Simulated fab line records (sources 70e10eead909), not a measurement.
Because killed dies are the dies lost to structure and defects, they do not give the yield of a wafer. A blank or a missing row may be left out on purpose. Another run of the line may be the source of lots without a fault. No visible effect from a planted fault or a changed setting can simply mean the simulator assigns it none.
fab line records	flow nand-harc
record lots=5	wafers=15	last-day=31
route steps=1302 shown P_M2@329 P_BONDPAD@351 END@1302
lots that met no fault: taken from a fault-free run of the same line
start-h: the number of hours between the record's first day and the start of the first shown wafer of the lot	wait-h: hours elapsed since this lot's preceding step	" repeats the value in the row above	L1.1+2: one row covering several wafers at once	- no value present, or no start provided	* or withheld: withheld	< > ~ a bound
route shown NAME@n: names a module that has steps shown in the file, with the first one's number in the route	usual: mean and standard deviation over wafers with no fault	same: alike in all rows	chamber/n: place in a boat	sites: per-site readings	_std_site: their standard deviation	_edge_site: inner sites' mean taken away from outer sites' mean	radius-mm: for every site, how far away it sits from the centre of the wafer	mask NAME#n: copy n	behind: tool/chamber where the wafer was last shaped	hold: what put the lot on hold/how long, in hours/how the hold closed	device: names the non-switching transistor (n, p or np)	end of line: the same wafers' tests at the end of the route	a step with no rows: only its recipe	killed: count of dies lost to structure and defects at first sort (not the wafer's yield)	map: a wafer's dies, x killed, . not, _ none there
set.NAME: setting as actually run; set.NAME@STEP: the setting as run at that earlier step	model.NAME: the simulator's own value behind a step, which no gauge read
a table for each step, a row for each wafer; lots at some steps of the route
services: from which hour (start-h, from the record's first day; less than 0 if before it) a tool's chamber was out of use, for how many hours, and why
## steps
# step NHARC_P_M2_OVL_MEAS_10
# recipe pitch-nm=340
# usual overlay-x-nm=0.0/0.97	overlay-y-nm=0.1/0.87
lot.wafer	tool	chamber	start-h	wait-h	overlay-x-nm	overlay-y-nm
L341.2	overlay-01	-	132.63	-	0.9	0.2
L341.3	"	-	"	"	0.8	0.2
L341.6	"	-	"	"	0.4	-0.3
L342.2	overlay-01	-	146.97	-	2.2	0.7
L342.3	"	-	"	"	2.7	1.2
L342.6	"	-	"	"	2.7	1.0
L344.1	overlay-02	-	166.50	-	-0.4	0.3
L344.4	"	-	"	"	-0.4	0.5
L344.6	"	-	"	"	0.5	0.3
L350.1	overlay-01	-	234.21	-	0.0	1.6
L350.3	"	-	"	"	0.1	1.7
L350.6	"	-	"	"	-0.1	1.2
L357.1	overlay-02	-	295.35	-	-0.3	1.4
L357.4	"	-	"	"	-0.1	0.6
L357.5	"	-	"	"	-0.8	0.9
# step NHARC_P_M2_INSPECT_11
# usual raw-defect-count=5.1/3
lot.wafer	tool	chamber	start-h	wait-h	raw-defect-count
L341.2	defect-inspect-02	-	132.66	0.0	4
L341.3	"	-	"	"	5
L341.6	"	-	"	"	4
L342.2	defect-inspect-02	-	147.01	0.0	8
L342.3	"	-	"	"	10
L342.6	"	-	"	"	13
L344.1	defect-inspect-01	-	166.54	0.0	2
L344.4	"	-	"	"	4
L344.6	"	-	"	"	3
L350.1	defect-inspect-02	-	234.25	0.0	5
L350.3	"	-	"	"	9
L350.6	"	-	"	"	1
L357.1	defect-inspect-01	-	295.39	0.0	2
L357.4	"	-	"	"	4
L357.5	"	-	"	"	5
# step NHARC_P_M2_DESCUM_14
# recipe time-s=3	o2-flow-sccm=200	ar-flow-sccm=0	bias-power-w=0	chemistry=O2
# step NHARC_P_M2_ETCH_35
# recipe target-depth-a=400	overetch-a=120	time-s=43.94	ion-energy-ev=200	n2-flow-sccm=150	h2-flow-sccm=150	ar-flow-sccm=0	rf-w=400	bias-w=150	chemistry=N2/H2
# step NHARC_P_M2_ETCH_15
# recipe target-depth-a=1825	time-s=91.2	c4f8-flow-sccm=withheld	ar-flow-sccm=400	rf-w=600	bias-w=300	chemistry=C4F8/Ar
# step NHARC_P_M2_CD_MEAS_16
# usual cd-nm=170.3/0.88
lot.wafer	tool	chamber	start-h	wait-h	cd-nm
L341.2	cd-sem-01	-	133.03	-	171.0
L341.3	"	-	"	"	170.3
L341.6	"	-	"	"	171.3
L342.2	cd-sem-02	-	147.37	-	171.2
L342.3	"	-	"	"	169.5
L342.6	"	-	"	"	169.3
L344.1	cd-sem-01	-	166.91	-	170.7
L344.4	"	-	"	"	171.1
L344.6	"	-	"	"	171.0
L350.1	cd-sem-01	-	234.61	-	168.8
L350.3	"	-	"	"	168.9
L350.6	"	-	"	"	167.8
L357.1	cd-sem-03	-	295.75	-	170.7
L357.4	"	-	"	"	169.4
L357.5	"	-	"	"	171.4
# step NHARC_P_M2_STRIP_18
# recipe power-w=1000	n2-flow-sccm=150	h2-flow-sccm=150	ar-flow-sccm=0	bias-w=0	chemistry=N2/H2
# usual drypump-motor-current-A=5.8/0.45	oes-product-au=1.001/0.011	rf-vpp-V=90.4/1	showerhead-plenum-p-Torr=1.98/0.084	throttle-valve-pct=14.171/0.0083
lot.wafer	tool	chamber	start-h	wait-h	drypump-motor-current-A	oes-product-au	rf-hours-counter-h	rf-vpp-V	showerhead-plenum-p-Torr	throttle-valve-pct
L341.2	rie-diel-03	3	133.10	0.1	6.6	0.992	0.6	90.4	2.02	14.176
L341.3	"	2	"	"	5.7	1.002	0.8	90.6	1.91	14.180
L341.6	"	0	"	"	5.2	0.996	-	90.3	1.95	14.167
L342.2	rie-diel-07	2	147.47	0.1	5.8	0.982	0.5	90.7	2.11	14.161
L342.3	"	0	"	"	5.8	1.010	0.4	91.1	2.13	14.170
L342.6	"	1	"	"	6.2	1.023	-	90.9	2.16	14.179
L344.4	rie-diel-01	1	167.01	0.1	5.9	0.996	5.7	89.9	1.91	14.189
L344.1	"	2	"	"	5.7	1.003	6.0	91.2	1.91	14.169
L344.6	"	0	"	"	5.9	1.005	-	89.9	2.01	14.166
L350.1	rie-diel-01	0	234.68	0.1	5.9	0.984	0.2	90.9	2.01	14.162
L350.3	"	3	"	"	6.0	1.005	0.2	90.9	1.92	14.175
L350.6	"	0	"	"	5.9	0.982	-	89.3	2.01	14.173
L357.4	rie-diel-03	3	295.83	0.1	6.6	1.005	0.2	88.6	2.01	14.170
L357.1	"	0	"	"	5.2	0.994	0.3	90.8	1.95	14.157
L357.5	"	0	"	"	5.2	0.986	-	91.6	1.95	14.170
# step NHARC_P_M2_ETCH_28
# recipe target-depth-a=300	over-etch-frac=0.3	time-s=72.99	ion-energy-ev=150	cf4-flow-sccm=50	n2-flow-sccm=100	ar-flow-sccm=150	rf-w=300	bias-w=100	chemistry=CF4/N2
# usual drypump-motor-current-A=5.7/0.47	oes-product-au=1.001/0.01	rf-vpp-V=312.9/2	showerhead-plenum-p-Torr=2.55/0.1	throttle-valve-pct=19.795/0.009
lot.wafer	tool	chamber	start-h	wait-h	drypump-motor-current-A	oes-product-au	rf-hours-counter-h	rf-vpp-V	showerhead-plenum-p-Torr	throttle-valve-pct
L341.2	rie-diel-03	2	-	-	5.7	1.001	0.9	310.7	2.48	19.787
L341.3	"	3	"	"	6.6	0.997	0.6	314.6	2.60	19.787
L341.6	"	3	"	"	6.6	0.984	-	313.9	2.60	19.791
L342.3	rie-diel-07	2	-	-	5.9	0.985	0.5	315.1	2.70	19.794
L342.2	"	3	"	"	5.2	1.000	0.5	317.5	2.81	19.792
L342.6	"	2	"	"	5.8	0.987	-	314.8	2.70	19.801
L344.4	rie-diel-01	1	-	-	5.9	0.996	5.8	311.3	2.47	19.799
L344.1	"	0	"	"	6.0	0.994	5.8	314.1	2.59	19.788
L344.6	"	1	"	"	5.9	0.997	-	310.9	2.47	19.806
L350.1	rie-diel-01	2	-	-	5.6	1.019	0.3	310.5	2.47	19.797
L350.3	"	3	"	"	6.0	1.004	0.2	311.1	2.48	19.788
L350.6	"	1	"	"	5.9	0.999	-	310.8	2.47	19.806
L357.1	rie-diel-03	1	-	-	4.8	0.984	0.3	312.5	2.52	19.806
L357.4	"	2	"	"	5.7	1.004	0.2	311.7	2.47	19.804
L357.5	"	3	"	"	6.6	1.000	-	313.1	2.59	19.798
# step NHARC_P_M2_STRIP_19
# recipe time-s=600	temp-c=30	chemistry=post-etch-residue-remover
# step NHARC_P_M2_DEGAS_29
# recipe temp-c=250	time-s=60
# step NHARC_P_M2_PRE_CLEAN_30
# recipe time-s=30	temp-c=280	gas=H2/He
# usual heater-power-w=388/30
lot.wafer	tool	chamber	start-h	wait-h	heater-power-w
L341.2	pvd-sputter-02	-	-	-	409
L341.3	"	-	"	"	424
L341.6	"	-	"	"	370
L342.3	pvd-sputter-01	-	-	-	335
L342.2	"	-	"	"	421
L342.6	"	-	"	"	394
L344.1	pvd-sputter-02	-	-	-	412
L344.4	"	-	"	"	421
L344.6	"	-	"	"	408
L350.1	pvd-sputter-03	-	-	-	344
L350.3	"	-	"	"	370
L350.6	"	-	"	"	425
L357.4	pvd-sputter-01	-	-	-	331
L357.1	"	-	"	"	411
L357.5	"	-	"	"	336
# step NHARC_P_M2_PVD_20
# recipe target-thk-a=50	bias-v=168.6	power-w=15000	chamber-pressure-pa=0.12	time-s=8.06	substrate-temp-c=50	material=TaN
# step NHARC_P_M2_PVD_21
# recipe target-thk-a=300	chamber-pressure-pa=5	power-w=5000	substrate-temp-c=30	time-s=20.49	material=Cu
# usual cathode-dc-power-W=5000.2/0.86	throttle-valve-pct=30.1/1.2
lot.wafer	tool	chamber	start-h	wait-h	cathode-dc-power-W	throttle-valve-pct
L341.2	pvd-sputter-02	-	133.97	-	5003.0	30.3
L341.3	"	-	"	"	5000.5	32.1
L341.6	"	-	"	"	5000.4	30.2
L342.2	pvd-sputter-01	-	148.31	-	5000.0	30.8
L342.3	"	-	"	"	5000.8	30.1
L342.6	"	-	"	"	5001.0	27.3
L344.4	pvd-sputter-02	-	167.86	-	4999.0	30.4
L344.1	"	-	"	"	4999.8	31.5
L344.6	"	-	"	"	4999.2	30.4
L350.1	pvd-sputter-03	-	235.55	-	5000.8	30.3
L350.3	"	-	"	"	5000.4	29.9
L350.6	"	-	"	"	5001.4	30.3
L357.4	pvd-sputter-01	-	296.69	-	5000.2	28.4
L357.1	"	-	"	"	5000.5	30.4
L357.5	"	-	"	"	4998.9	28.5
# step NHARC_P_M2_ECD_22
# recipe target-thk-a=4000	bath-temp-c=25	material=Cu
# step NHARC_P_M2_ANNEAL_31
# recipe temp-c=225	time-s=90
# step NHARC_P_M2_CMP_23
# recipe t-overpolish-s=20	target-thk-nm=144.3
# step NHARC_P_M2_SRD_25
# step NHARC_P_M2_INSPECT_27
# usual raw-defect-count=330/120
lot.wafer	tool	chamber	start-h	wait-h	raw-defect-count
L341.2	defect-inspect-02	-	135.30	0.0	243
L341.3	"	-	"	"	336
L341.6	"	-	"	"	384
L342.2	defect-inspect-01	-	149.65	0.0	209
L342.3	"	-	"	"	357
L342.6	"	-	"	"	295
L344.1	defect-inspect-01	-	169.19	0.0	368
L344.4	"	-	"	"	311
L344.6	"	-	"	"	133
L350.1	defect-inspect-02	-	236.88	0.0	303
L350.3	"	-	"	"	149
L350.6	"	-	"	"	312
L357.1	defect-inspect-01	-	298.02	0.0	283
L357.4	"	-	"	"	172
L357.5	"	-	"	"	343
# step NHARC_P_M2_PRE_CLEAN_32
# recipe time-s=12	temp-c=370	rf-power-w=300	gas=NH3
# step NHARC_P_M2_DEP_33
# recipe target-thk-a=300	temp-c=370	target-thk-nm=30	pressure-torr=3	flow-sccm=200	rf-w=450	material=SiCN
# step NHARC_P_BONDPAD_DEP_00
# recipe target-thk-a=2500	temp-c=370	target-thk-nm=250	pressure-torr=3	flow-sccm=200	rf-w=450	material=SiCN
# step NHARC_P_BONDPAD_CMP_32
# recipe target-thk-nm=200	material=SiCN
# step NHARC_P_BONDPAD_THK_MEAS_33
# recipe thk-meas-gauge=ellipsometry
# usual thk-nm=200.3/1.3
lot.wafer	tool	chamber	start-h	wait-h	thk-nm
L341.2	film-metro-01	-	136.52	0.2	201.1
L341.3	"	-	"	"	199.0
L341.6	"	-	"	"	198.5
L342.2	film-metro-01	-	150.86	0.2	200.9
L342.3	"	-	"	"	201.3
L342.6	"	-	"	"	199.0
L344.1	film-metro-02	-	170.42	0.2	199.3
L344.4	"	-	"	"	199.2
L344.6	"	-	"	"	198.8
L350.1	film-metro-02	-	238.09	0.2	200.0
L350.3	"	-	"	"	199.5
L350.6	"	-	"	"	199.3
L357.4	film-metro-01	-	299.24	0.2	200.9
L357.5	"	-	"	"	203.3
# step NHARC_P_BONDPAD_SRD_34
# step NHARC_P_BONDPAD_DEHYDRATE_01
# recipe temp-c=150	time-s=120
# step NHARC_P_BONDPAD_HMDS_02
# recipe time-s=30
# step NHARC_P_BONDPAD_COAT_36
# recipe temp-c=200	time-s=65
# step NHARC_P_BONDPAD_COAT_03
# recipe spin-rpm=2000	resist-thk-nm=600
# step NHARC_P_BONDPAD_SOFTBAKE_04
# recipe temp-c=125	time-s=70
# step NHARC_P_BONDPAD_EBR_05
# step NHARC_P_BONDPAD_EXPOSE_06
# recipe na=0.55	dose-mj=37.06	mask-id=P_BPAD
# step NHARC_P_BONDPAD_PEB_07
# recipe peb-temp-c=128	peb-time-s=80
# step NHARC_P_BONDPAD_DEVELOP_08
# recipe time-s=50	dev-temp-c=22
# step NHARC_P_BONDPAD_CD_MEAS_09
# recipe target-cd-nm=500	landing-energy-ev=500
# usual cd-nm=499.3/1.8
lot.wafer	tool	chamber	start-h	wait-h	cd-nm
L341.2	cd-sem-01	0	136.96	-	496.1
L341.3	"	0	"	"	496.5
L341.6	"	0	"	"	497.5
L342.2	cd-sem-03	0	151.43	-	500.0
L342.3	"	0	"	"	500.6
L342.6	"	0	"	"	501.0
L344.1	cd-sem-02	0	170.86	-	501.9
L344.4	"	0	"	"	501.1
L344.6	"	0	"	"	501.1
L350.1	cd-sem-02	0	238.65	-	498.0
L350.3	"	0	"	"	497.6
L350.6	"	0	"	"	496.9
L357.4	cd-sem-03	0	299.69	-	500.9
L357.5	"	0	"	"	501.6
# step NHARC_P_BONDPAD_OVL_MEAS_38
# usual overlay-x-nm=0/5.8	overlay-y-nm=-2/6.5
lot.wafer	tool	chamber	start-h	wait-h	overlay-x-nm	overlay-y-nm
L341.2	overlay-02	-	137.05	-	-3	-3
L341.3	"	-	"	"	-3	-3
L341.6	"	-	"	"	-3	-3
L342.2	overlay-01	-	151.51	-	-8	-12
L342.3	"	-	"	"	-8	-12
L342.6	"	-	"	"	-8	-12
L344.1	overlay-02	-	170.94	-	15	-6
L344.4	"	-	"	"	15	-6
L344.6	"	-	"	"	15	-6
L350.1	overlay-02	-	238.74	-	2	1
L350.3	"	-	"	"	1	1
L350.6	"	-	"	"	1	1
L357.4	overlay-01	-	299.77	-	3	4
L357.5	"	-	"	"	3	4
# step NHARC_P_BONDPAD_HARDBAKE_10
# recipe temp-c=118	time-s=65
# step NHARC_P_BONDPAD_DESCUM_11
# recipe time-s=3	o2-flow-sccm=200	ar-flow-sccm=0	bias-power-w=0	chemistry=O2
# step NHARC_P_BONDPAD_ETCH_37
# recipe target-depth-a=600	overetch-a=180	time-s=65.91	ion-energy-ev=200	n2-flow-sccm=150	h2-flow-sccm=150	ar-flow-sccm=0	rf-w=400	bias-w=150	chemistry=N2/H2
# usual drypump-motor-current-A=5.9/0.35	oes-product-au=1.001/0.01	rf-vpp-V=431.2/2.6	showerhead-plenum-p-Torr=2.06/0.088	throttle-valve-pct=14.172/0.0096
lot.wafer	tool	chamber	start-h	wait-h	drypump-motor-current-A	oes-product-au	rf-hours-counter-h	rf-vpp-V	showerhead-plenum-p-Torr	throttle-valve-pct
L341.2	rie-diel-10	3	137.26	0.1	5.2	0.996	5.3	432.4	2.08	14.189
L341.3	"	1	"	"	5.9	0.997	4.7	433.3	2.16	14.166
L341.6	"	0	"	"	5.6	0.983	-	433.7	2.18	14.158
L342.3	rie-diel-10	1	151.74	0.1	5.9	1.007	5.2	434.3	2.16	14.158
L342.2	"	2	"	"	6.2	1.007	5.8	429.4	2.02	14.169
L342.6	"	3	"	"	5.1	1.001	-	433.1	2.08	14.175
L344.4	rie-diel-06	0	171.16	0.1	6.0	1.006	0.3	427.5	1.93	14.181
L344.1	"	2	"	"	5.9	1.032	0.4	432.0	2.07	14.164
L344.6	"	0	"	"	6.0	0.999	-	426.9	1.93	14.177
L350.3	rie-diel-05	3	238.95	0.1	6.1	0.977	0.0	428.1	1.94	14.158
L350.1	"	0	"	"	5.5	1.004	0.0	428.2	1.99	14.182
L350.6	"	0	"	"	5.5	0.990	-	429.2	1.99	14.182
L357.5	rie-diel-05	3	300.03	0.1	6.1	0.996	-	426.5	1.94	14.171
L357.4	"	1	"	"	6.3	1.013	-	430.2	2.03	14.173
# step NHARC_P_BONDPAD_ETCH_12
# recipe target-depth-a=2000	time-s=100	chf3-flow-sccm=50	o2-flow-sccm=10	ar-flow-sccm=200	rf-w=500	bias-w=200	chemistry=CHF3/O2
# usual drypump-motor-current-A=5.9/0.36	o2-flow-sccm=10.00/0.034	oes-product-au=0.944/0.025	rf-vpp-V=371.2/2.2	showerhead-plenum-p-Torr=2.43/0.091	throttle-valve-pct=20.572/0.0095
lot.wafer	tool	chamber	start-h	wait-h	drypump-motor-current-A	o2-flow-sccm	oes-product-au	rf-hours-counter-h	rf-vpp-V	showerhead-plenum-p-Torr	throttle-valve-pct
L341.2	rie-diel-10	0	-	-	5.6	9.91	0.946	4.7	374.9	2.56	20.572
L341.3	"	1	"	"	5.9	10.01	0.984	4.7	373.0	2.54	20.584
L341.6	"	3	"	"	5.2	9.98	0.960	-	371.7	2.45	20.566
L342.2	rie-diel-10	2	-	-	6.2	10.02	0.929	5.9	370.6	2.38	20.569
L342.3	"	1	"	"	5.9	10.06	0.932	5.2	373.8	2.54	20.558
L342.6	"	2	"	"	6.2	10.03	0.929	-	370.1	2.38	20.565
L344.1	rie-diel-06	2	-	-	5.9	9.98	0.958	0.4	372.1	2.44	20.574
L344.4	"	3	"	"	5.8	10.00	0.956	0.4	373.0	2.54	20.566
L344.6	"	0	"	"	6.0	10.01	0.956	-	369.2	2.29	20.582
L350.1	rie-diel-05	3	-	-	6.0	10.09	0.946	0.0	366.8	2.30	20.574
L350.3	"	0	"	"	5.5	10.02	0.987	0.0	369.2	2.34	20.563
L350.6	"	3	"	"	6.1	10.05	0.949	-	367.9	2.30	20.570
L357.4	rie-diel-05	3	-	-	6.1	9.98	0.912	-	368.3	2.29	20.566
L357.5	"	1	"	"	6.3	9.97	0.934	-	369.9	2.39	20.576
# step NHARC_P_BONDPAD_CD_MEAS_13
# usual cd-nm=498.4/2
lot.wafer	tool	chamber	start-h	wait-h	cd-nm
L341.2	cd-sem-01	-	137.49	-	495.3
L341.3	"	-	"	"	495.2
L341.6	"	-	"	"	496.2
L342.2	cd-sem-01	-	151.95	-	498.7
L342.3	"	-	"	"	498.4
L342.6	"	-	"	"	499.9
L344.1	cd-sem-01	-	171.38	-	501.2
L344.4	"	-	"	"	500.3
L344.6	"	-	"	"	500.1
L350.1	cd-sem-02	-	239.18	-	497.4
L350.3	"	-	"	"	497.2
L350.6	"	-	"	"	497.1
L357.4	cd-sem-01	-	300.26	-	500.8
L357.5	"	-	"	"	499.8
# step NHARC_END_SORT_01
# recipe temp-c=25
# usual defect-limited-yield=90.6/2.6	killed-at-array=58/18	killed-at-other=1.0/1.5	killed-at-periphery=4/3.1	killed-dies=64/18	killed-open=3.4/1.9	killed-short=2.7/1.7
# same gross-dies=677
lot.wafer	tool	chamber	start-h	wait-h	defect-limited-yield[%]	killed-at-array	killed-at-other	killed-at-periphery	killed-dies	killed-open	killed-short
L342.2	prober-02	0	593.89	2.8	92.2	42	3	8	53	2	4
L342.3	prober-02	0	594.68	3.1	93.6	39	0	4	43	6	2
L342.6	prober-02	0	597.05	4.0	93.5	30	2	12	44	1	2
L357.1	prober-02	0	728.92	2.5	0	71	1	605	677	0	1
# killed by level:class
L342.2 A_SLIT:chamber-film-flake=25 A_CHANNEL_HOLE_D2:chamber-film-flake=6 P_GATE:chamber-film-flake=4 A_CONTACT:chamber-film-flake=4 A_STAIRCASE:chamber-film-flake=3 THIN_TSV:chamber-film-flake=3 P_M0:geometric-particle:open=2 P_CONTACT:geometric-particle:short=1
L342.3 A_SLIT:chamber-film-flake=20 A_CHANNEL_HOLE_D2:chamber-film-flake=6 P_GATE:chamber-film-flake=4 A_ONON_D2:geometric-particle:open=2 A_CHANNEL_FILL_D1:geometric-particle:short=1 A_CHANNEL_FILL_D1:geometric-particle:open=1 A_DECK1_JOINT:geometric-particle:open=1 A_CHANNEL_HOLE_D2:geometric-particle:open=1
L342.6 A_SLIT:chamber-film-flake=16 P_GATE:chamber-film-flake=10 A_CHANNEL_HOLE_D2:chamber-film-flake=8 A_CHANNEL_HOLE_D1:chamber-film-flake=2 A_CHANNEL_FILL_D1:geometric-particle:open=1 A_CHANNEL_HOLE_D2:geometric-particle:short=1 P_ZERO_WELL:chamber-film-flake=1 P_BONDPAD:chamber-film-flake=1
L357.1 P_M2:area-pvd=603 A_SLIT:chamber-film-flake=29 A_CHANNEL_HOLE_D2:chamber-film-flake=20 A_CONTACT:chamber-film-flake=8 A_STAIRCASE:chamber-film-flake=6 A_CHANNEL_HOLE_D1:chamber-film-flake=4 A_CHANNEL_FILL_D1:chamber-film-flake=3 A_CHANNEL_FILL_D1:geometric-particle:short=1
# map L357.1 (x killed, . not)
____________x____________
_________xxxxxxx_________
_______xxxxxxxxxxx_______
______xxxxxxxxxxxxx______
_____xxxxxxxxxxxxxxx_____
____xxxxxxxxxxxxxxxxx____
____xxxxxxxxxxxxxxxxx____
___xxxxxxxxxxxxxxxxxxx___
___xxxxxxxxxxxxxxxxxxx___
__xxxxxxxxxxxxxxxxxxxxx__
__xxxxxxxxxxxxxxxxxxxxx__
_xxxxxxxxxxxxxxxxxxxxxxx_
_xxxxxxxxxxxxxxxxxxxxxxx_
_xxxxxxxxxxxxxxxxxxxxxxx_
_xxxxxxxxxxxxxxxxxxxxxxx_
_xxxxxxxxxxxxxxxxxxxxxxx_
xxxxxxxxxxxxxxxxxxxxxxxxx
xxxxxxxxxxxxxxxxxxxxxxxxx
xxxxxxxxxxxxxxxxxxxxxxxxx
xxxxxxxxxxxxxxxxxxxxxxxxx
xxxxxxxxxxxxxxxxxxxxxxxxx
_xxxxxxxxxxxxxxxxxxxxxxx_
_xxxxxxxxxxxxxxxxxxxxxxx_
_xxxxxxxxxxxxxxxxxxxxxxx_
_xxxxxxxxxxxxxxxxxxxxxxx_
_xxxxxxxxxxxxxxxxxxxxxxx_
__xxxxxxxxxxxxxxxxxxxxx__
__xxxxxxxxxxxxxxxxxxxxx__
___xxxxxxxxxxxxxxxxxxx___
___xxxxxxxxxxxxxxxxxxx___
____xxxxxxxxxxxxxxxxx____
____xxxxxxxxxxxxxxxxx____
_____xxxxxxxxxxxxxxx_____
______xxxxxxxxxxxxx______
_______xxxxxxxxxxx_______
_________xxxxxxx_________
____________x____________
# map L342.2 (x killed, . not)
____________.____________
_________......._________
_______..........._______
______.............______
_____.x............._____
____.................____
____..x..x...........____
___...x...............___
___...................___
__.....................__
__x....................__
_.x.......x............._
_......................._
_.................xx...._
_...x..................._
_......................._
.........x...............
........x................
.........................
..........x...........x..
.x.....x.................
_........x.x............_
_......x.xxxx..........._
_..x.x..x.xx............_
_.......xxx.x..........._
_........x.x............_
__......xxxx.x........x__
__......xxxx.x.........__
___......xx...........___
___.......x...........___
____...xx...x........____
____.................____
_____..............._____
______...x.........______
_______....x......_______
_________......._________
____________.____________
## services
tool	chamber	start-h	hours	kind
rie-diel-03	3	112.67	7.4	repair
rie-diel-07	-	117.20	9.0	pm
rie-diel-06	-	130.20	9.0	pm
pvd-sputter-02	-	138.97	1.7	repair
rie-diel-03	-	159.69	21.3	repair
rie-diel-05	1	161.60	3.1	repair
pvd-sputter-01	-	170.39	7.5	repair
rie-diel-05	-	172.19	4.8	repair
rie-diel-10	2	174.34	12.1	repair
rie-diel-10	0	175.00	5.7	repair
rie-diel-10	1	198.88	9.6	repair
rie-diel-03	2	202.87	11.6	repair
rie-diel-01	-	203.90	9.0	pm
pvd-sputter-01	-	226.02	10.0	pm
rie-diel-10	2	227.84	9.2	repair
rie-diel-05	-	229.60	9.0	pm
pvd-sputter-02	-	237.16	14.7	repair
rie-diel-10	-	242.50	9.0	pm
rie-diel-10	3	256.22	2.5	repair
rie-diel-03	0	269.32	4.4	repair
rie-diel-01	-	280.73	0.5	repair
rie-diel-03	-	281.30	9.0	pm
pvd-sputter-02	-	282.00	10.0	pm
rie-diel-05	0	294.30	8.2	repair
## key
first-sign step=NHARC_END_SORT_01	reading=killed-at-periphery	direction=up	sigmas=99+	usual=4	struck=605
effect step=NHARC_END_SORT_01	reading=defect-limited-yield	direction=down	sigmas=34	usual=90.6	struck=0
more-kills-born-at NHARC_P_M2_PVD_21@pvd-sputter-01=603
met-at NHARC_P_M2_PVD_21
struck-wafers L357.1
later-rows-left-out L357.1
onset-between 148.31 296.69
fault kind=process-parameter-drift	tool=pvd-sputter-01	chamber=-	onset-h=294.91	steps=NHARC_P_M2_PVD_21	channel=target-thk-a	offset=*	shape=step	end-h=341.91	acts-in=*	stated=*	scope=struck-wafers-only
# later-rows-left-out: the simulator's readings of these wafers behind a module that went badly wrong aren't trusted and aren't shown, but for the sort
